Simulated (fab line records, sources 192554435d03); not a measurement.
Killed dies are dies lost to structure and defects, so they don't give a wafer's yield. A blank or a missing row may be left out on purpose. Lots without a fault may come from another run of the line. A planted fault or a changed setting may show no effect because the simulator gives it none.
One fault seen from 3 desks | flow n5_finfet | each desk has only its own numbers; what lay behind them comes last

THE METROLOGY DESK
What the gauges read, lot by lot, whatever tool the lot ran on: means of the sampled wafers that have a number. A lot is out of limits, marked OUT, if its mean lies more than 4 standard deviations from the usual mean; the brackets give that distance.
Columns: A = cd_nm at N5_PASSIVATION_CD_MEAS_30, usual 4001.4 nm; B = PAD_OVL at N5_PASSIVATION_OVL_MEAS_63, usual -5 nm
lot  | first seen here | A      | B
L404 | day 13 08:55    | 4000.4 | -1
L409 | day 14 10:43    | 4002.9 | -5
L420 | day 17 05:08    | 4004.3 | -5
L422 | day 18 03:11    | 4001.8 | -9
L424 | day 18 15:29    | 4001.3 | -3
L426 | day 18 19:34    | 4000.1 | -6
This desk's finding: nothing out of limits on any of the 6 lots.

THE DEFECT DESK
What the inspections along the route counted, lot by lot: means of the sampled wafers that have a number. A lot is out of limits, marked OUT, if its mean lies more than 4 standard deviations from the usual mean; the brackets give that distance.
Columns: A = raw_defect_count at N5_PASSIVATION_INSPECT_64, usual 1.9
lot  | first seen here | A
L404 | day 13 08:59    | 2.7
L409 | day 14 10:46    | 3.0
L420 | day 17 05:11    | 2.7
L422 | day 18 03:14    | 2.3
L424 | day 18 15:32    | 2.3
L426 | day 18 19:37    | 2.7
This desk's finding: nothing out of limits on any of the 6 lots.

THE TOOL OWNER'S DESK: rie_metal-02
The tool's own readings at N5_PASSIVATION_ETCH_59 (etches TaN in Cl2/BCl3, target depth 65 nm, time 34.9 s): means of the sampled wafers that have a number, for each lot that ran on this tool. A lot is out of limits, marked OUT, if its mean lies more than 4 standard deviations from the usual mean; the brackets give that distance.
Columns: A = drypump_motor_current_A at N5_PASSIVATION_ETCH_59, usual 5.8 A; B = oes_product_au at N5_PASSIVATION_ETCH_59, usual 0.82 a.u.; C = rf_fwd_power_W at N5_PASSIVATION_ETCH_59, usual 892 W; D = throttle_valve_pct at N5_PASSIVATION_ETCH_59, usual 21.21 %
lot  | first seen here | A   | B    | C   | D
L404 | day 13 09:30    | 5.0 | 0.70 | 897 | 21.37
L409 | day 14 11:26    | 5.4 | 0.88 | 890 | 21.11
L420 | day 17 05:45    | 5.4 | 0.93 | 889 | 20.90
L422 | day 18 03:47    | 5.1 | 0.93 | 895 | 20.81
This desk's finding: nothing out of limits on any of the 4 lots.

PUT TOGETHER
The metrology desk saw nothing out of limits.
The defect desk saw nothing out of limits.
The tool owner's desk saw nothing out of limits.

WHAT THE SIMULATOR HAD PUT IN
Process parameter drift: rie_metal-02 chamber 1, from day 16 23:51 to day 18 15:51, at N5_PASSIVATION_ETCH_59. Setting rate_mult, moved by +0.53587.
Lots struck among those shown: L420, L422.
